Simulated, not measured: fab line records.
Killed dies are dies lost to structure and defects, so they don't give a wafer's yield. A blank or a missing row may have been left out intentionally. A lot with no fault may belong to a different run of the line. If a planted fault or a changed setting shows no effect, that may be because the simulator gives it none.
Split-lot experiment || flow n5 finfet || route with 1938 steps; 7 lots, 39 wafers read

## SPLIT DETAILS
At N5_PASSIVATION_PASS_ETCH_47 (etches SiNx in CF4/O2, target depth 770 nm, time 385 s), the setting time s was moved away from the recipe's 385 s on 12 of the 39 wafers read, by +19.7% to +50.2%. The other wafers ran this setting at the recipe's value.

The reading is taken at the split's own step.

## THE READING
etch.depth nm (the simulator's own value, which no gauge read), in nm, at N5_PASSIVATION_PASS_ETCH_47 (etches SiNx in CF4/O2, target depth 770 nm, time 385 s). The file gives no usual value for it. Average 763.3 nm, standard deviation 17 nm, over the 27 wafers here run with the recipe.

{"wafer": "L080.1", "tool, chamber at the split": "rie diel-04, 1", "time s as run, s": 551.4, "against the recipe": "+43.2%", "etch.depth nm, nm": 1088, "against lot-mates on the recipe": "+327.7"}
{"wafer": "L080.2", "tool, chamber at the split": "rie diel-04, 0", "time s as run, s": 551.4, "against the recipe": "+43.2%", "etch.depth nm, nm": 1113, "against lot-mates on the recipe": "+352.7"}
{"wafer": "L080.3", "tool, chamber at the split": "rie diel-04, 3", "time s as run, s": 385, "against the recipe": "recipe", "etch.depth nm, nm": 740.9, "against lot-mates on the recipe": "-"}
{"wafer": "L080.4", "tool, chamber at the split": "rie diel-04, 2", "time s as run, s": 385, "against the recipe": "recipe", "etch.depth nm, nm": 767.9, "against lot-mates on the recipe": "-"}
{"wafer": "L080.5", "tool, chamber at the split": "rie diel-04, 2", "time s as run, s": 385, "against the recipe": "recipe", "etch.depth nm, nm": 772.1, "against lot-mates on the recipe": "-"}
{"wafer": "L080.6", "tool, chamber at the split": "rie diel-04, 1", "time s as run, s": 551.4, "against the recipe": "+43.2%", "etch.depth nm, nm": 1084, "against lot-mates on the recipe": "+323.7"}
{"wafer": "L083.1", "tool, chamber at the split": "rie diel-01, 0", "time s as run, s": 385, "against the recipe": "recipe", "etch.depth nm, nm": 763.1, "against lot-mates on the recipe": "-"}
{"wafer": "L083.2", "tool, chamber at the split": "rie diel-01, 1", "time s as run, s": 385, "against the recipe": "recipe", "etch.depth nm, nm": 759.7, "against lot-mates on the recipe": "-"}
{"wafer": "L083.4", "tool, chamber at the split": "rie diel-01, 2", "time s as run, s": 385, "against the recipe": "recipe", "etch.depth nm, nm": 733.3, "against lot-mates on the recipe": "-"}
{"wafer": "L089.1", "tool, chamber at the split": "rie diel-05, 3", "time s as run, s": 460.8, "against the recipe": "+19.7%", "etch.depth nm, nm": 927.3, "against lot-mates on the recipe": "+163.3"}
{"wafer": "L089.2", "tool, chamber at the split": "rie diel-05, 2", "time s as run, s": 385, "against the recipe": "recipe", "etch.depth nm, nm": 765.7, "against lot-mates on the recipe": "-"}
{"wafer": "L089.3", "tool, chamber at the split": "rie diel-05, 1", "time s as run, s": 460.8, "against the recipe": "+19.7%", "etch.depth nm, nm": 849.5, "against lot-mates on the recipe": "+85.5"}
{"wafer": "L089.4", "tool, chamber at the split": "rie diel-05, 0", "time s as run, s": 385, "against the recipe": "recipe", "etch.depth nm, nm": 761.8, "against lot-mates on the recipe": "-"}
{"wafer": "L089.5", "tool, chamber at the split": "rie diel-05, 1", "time s as run, s": 460.8, "against the recipe": "+19.7%", "etch.depth nm, nm": 845.2, "against lot-mates on the recipe": "+81.2"}
{"wafer": "L089.6", "tool, chamber at the split": "rie diel-05, 0", "time s as run, s": 385, "against the recipe": "recipe", "etch.depth nm, nm": 764.5, "against lot-mates on the recipe": "-"}
{"wafer": "L087.1", "tool, chamber at the split": "rie diel-04, 3", "time s as run, s": 385, "against the recipe": "recipe", "etch.depth nm, nm": 768.4, "against lot-mates on the recipe": "-"}
{"wafer": "L087.2", "tool, chamber at the split": "rie diel-04, 1", "time s as run, s": 578.1, "against the recipe": "+50.2%", "etch.depth nm, nm": 1127, "against lot-mates on the recipe": "+364.3"}
{"wafer": "L087.3", "tool, chamber at the split": "rie diel-04, 0", "time s as run, s": 578.1, "against the recipe": "+50.2%", "etch.depth nm, nm": 1170, "against lot-mates on the recipe": "+407.3"}
{"wafer": "L087.4", "tool, chamber at the split": "rie diel-04, 0", "time s as run, s": 578.1, "against the recipe": "+50.2%", "etch.depth nm, nm": 1165, "against lot-mates on the recipe": "+402.3"}
{"wafer": "L087.5", "tool, chamber at the split": "rie diel-04, 1", "time s as run, s": 385, "against the recipe": "recipe", "etch.depth nm, nm": 749.3, "against lot-mates on the recipe": "-"}
{"wafer": "L087.6", "tool, chamber at the split": "rie diel-04, 3", "time s as run, s": 385, "against the recipe": "recipe", "etch.depth nm, nm": 770.3, "against lot-mates on the recipe": "-"}
{"wafer": "L088.1", "tool, chamber at the split": "rie diel-01, 2", "time s as run, s": 385, "against the recipe": "recipe", "etch.depth nm, nm": 746.1, "against lot-mates on the recipe": "-"}
{"wafer": "L088.2", "tool, chamber at the split": "rie diel-01, 1", "time s as run, s": 385, "against the recipe": "recipe", "etch.depth nm, nm": 792.5, "against lot-mates on the recipe": "-"}
{"wafer": "L088.3", "tool, chamber at the split": "rie diel-01, 3,0", "time s as run, s": 385, "against the recipe": "recipe", "etch.depth nm, nm": 773.7, "against lot-mates on the recipe": "-"}
{"wafer": "L088.4", "tool, chamber at the split": "rie diel-01, 3,0", "time s as run, s": 385, "against the recipe": "recipe", "etch.depth nm, nm": 773.7, "against lot-mates on the recipe": "-"}
{"wafer": "L088.5", "tool, chamber at the split": "rie diel-01, 2", "time s as run, s": 385, "against the recipe": "recipe", "etch.depth nm, nm": 739.2, "against lot-mates on the recipe": "-"}
{"wafer": "L088.6", "tool, chamber at the split": "rie diel-01, 1", "time s as run, s": 385, "against the recipe": "recipe", "etch.depth nm, nm": 790.2, "against lot-mates on the recipe": "-"}
{"wafer": "L092.1", "tool, chamber at the split": "rie diel-04, 2", "time s as run, s": 385, "against the recipe": "recipe", "etch.depth nm, nm": 765.3, "against lot-mates on the recipe": "-"}
{"wafer": "L092.2", "tool, chamber at the split": "rie diel-04, 3", "time s as run, s": 385, "against the recipe": "recipe", "etch.depth nm, nm": 771.4, "against lot-mates on the recipe": "-"}
{"wafer": "L092.3", "tool, chamber at the split": "rie diel-04, 0", "time s as run, s": 385, "against the recipe": "recipe", "etch.depth nm, nm": 788.6, "against lot-mates on the recipe": "-"}
{"wafer": "L092.4", "tool, chamber at the split": "rie diel-04, 1", "time s as run, s": 385, "against the recipe": "recipe", "etch.depth nm, nm": 751.7, "against lot-mates on the recipe": "-"}
{"wafer": "L092.5", "tool, chamber at the split": "rie diel-04, 0", "time s as run, s": 385, "against the recipe": "recipe", "etch.depth nm, nm": 784.8, "against lot-mates on the recipe": "-"}
{"wafer": "L092.6", "tool, chamber at the split": "rie diel-04, 1", "time s as run, s": 385, "against the recipe": "recipe", "etch.depth nm, nm": 745.8, "against lot-mates on the recipe": "-"}
{"wafer": "L093.1", "tool, chamber at the split": "rie diel-05, 1", "time s as run, s": 559.9, "against the recipe": "+45.4%", "etch.depth nm, nm": 1047, "against lot-mates on the recipe": "+290.7"}
{"wafer": "L093.2", "tool, chamber at the split": "rie diel-05, 2", "time s as run, s": 385, "against the recipe": "recipe", "etch.depth nm, nm": 776.8, "against lot-mates on the recipe": "-"}
{"wafer": "L093.3", "tool, chamber at the split": "rie diel-05, 3", "time s as run, s": 559.9, "against the recipe": "+45.4%", "etch.depth nm, nm": 1162, "against lot-mates on the recipe": "+405.7"}
{"wafer": "L093.4", "tool, chamber at the split": "rie diel-05, 0", "time s as run, s": 385, "against the recipe": "recipe", "etch.depth nm, nm": 771.6, "against lot-mates on the recipe": "-"}
{"wafer": "L093.5", "tool, chamber at the split": "rie diel-05, 1", "time s as run, s": 385, "against the recipe": "recipe", "etch.depth nm, nm": 720.6, "against lot-mates on the recipe": "-"}
{"wafer": "L093.6", "tool, chamber at the split": "rie diel-05, 2", "time s as run, s": 559.9, "against the recipe": "+45.4%", "etch.depth nm, nm": 1120, "against lot-mates on the recipe": "+363.7"}
The file does not say which wafer passed through which chamber wherever a row lists several chambers: such a row stands for several wafers.

THE FIT
A straight line over all 39 wafers: etch.depth nm changes by +7.64 nm for each +1% of time s; r = +0.99; the points scatter about the line by 26 nm.
The same after taking each lot's own level away (the mean of its wafers on the recipe; 39 wafers): +7.71 nm for each +1%; r = +0.99; scatter 26 nm.
Per that fit: largest time s move, reading shift of 3.9e+02 nm.
From 752.03 to 769.23 nm: that is the span of the lots' own levels, equal to 1.0 times the standard deviation above.
Consequently the slope shifts little with the lot-to-lot level, the two slopes agreeing.
Check: with one of the wafers moved furthest among these (+50.2%) left out of the fit, the line predicts +387 nm for it against its lot-mates. Against them it came out at +364 nm.

## FURTHER SPLITS ON THESE WAFERS
Note: prior to the reading, these wafers also went through further splits. Each is held against what the fit with the lots' levels taken away leaves over:
{"other split on the same wafers": "N5_BEOL_M10_ILD_DEP_00 target thk a", "wafers away from the commonest value": 18, "r with etch.depth nm (lot level and that fit taken away)": "+0.05"}
{"other split on the same wafers": "N5_BEOL_M12_DEP_53 time s", "wafers away from the commonest value": 15, "r with etch.depth nm (lot level and that fit taken away)": -0.08}
{"other split on the same wafers": "N5_BEOL_M14_DEP_53 time s", "wafers away from the commonest value": 18, "r with etch.depth nm (lot level and that fit taken away)": -0.06}

## FILE'S OWN FIT
etch.depth nm changes by +7.66 nm for each +1% of time s, r = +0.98.
